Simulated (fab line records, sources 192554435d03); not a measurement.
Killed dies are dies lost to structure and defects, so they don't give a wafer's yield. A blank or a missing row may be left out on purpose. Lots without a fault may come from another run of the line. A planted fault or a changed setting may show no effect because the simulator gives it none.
Chamber matching | flow n5_finfet | N5_GATE_CUT_CMP_43 on cmp-03: 4 sister chambers
The step polishes SiO2. 4 wafers are shown with their chamber, then 8 later ones without.

WAFERS WITH THEIR CHAMBER
wafer  | chamber | motor_current_A (A)
L086.2 | 1       | 13.4
L086.3 | 3       | 11.7
L086.4 | 2       | 12.1
L088.1 | 0       | 10.2

WAFERS WITHOUT THEIR CHAMBER
wafer  | motor_current_A (A)
L088.2 | 12.8
L090.1 | 11.0
L090.3 | 12.9
L093.2 | 10.4
L093.4 | 12.8
L094.2 | 11.9
L097.1 | 12.3
L097.4 | 13.3

WHICH CHAMBER EACH WENT THROUGH
wafer  | from the rows above          | in truth
L088.2 | can't be placed: 1 or 2 or 3 | 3
L090.1 | can't be placed: 3 or 0 or 2 | 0
L090.3 | can't be placed: 1 or 2 or 3 | 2
L093.2 | 0                            | 0
L093.4 | can't be placed: 1 or 2 or 3 | 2
L094.2 | can't be placed: 2 or 3      | 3
L097.1 | can't be placed: 2 or 3      | 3
L097.4 | 1                            | 1
Placed correctly: 2 of 8. Can't be placed from these rows: 6 (the true chamber is among the candidates in 6). Placed wrongly: 0.
How it was worked out, from the rows above alone: a wafer's distance from a chamber is the root of the sum, over the readings, of the square of ((its reading less the chamber's mean) divided by the reading's scatter). The wafer belongs to the nearest chamber; if the next one is less than 2 further off, it can't be placed. A chamber's mean is the mean of its shown wafers. The scatter: with one shown wafer a chamber, the root of the mean of the squares of how far each hidden wafer lies from its nearest shown one.
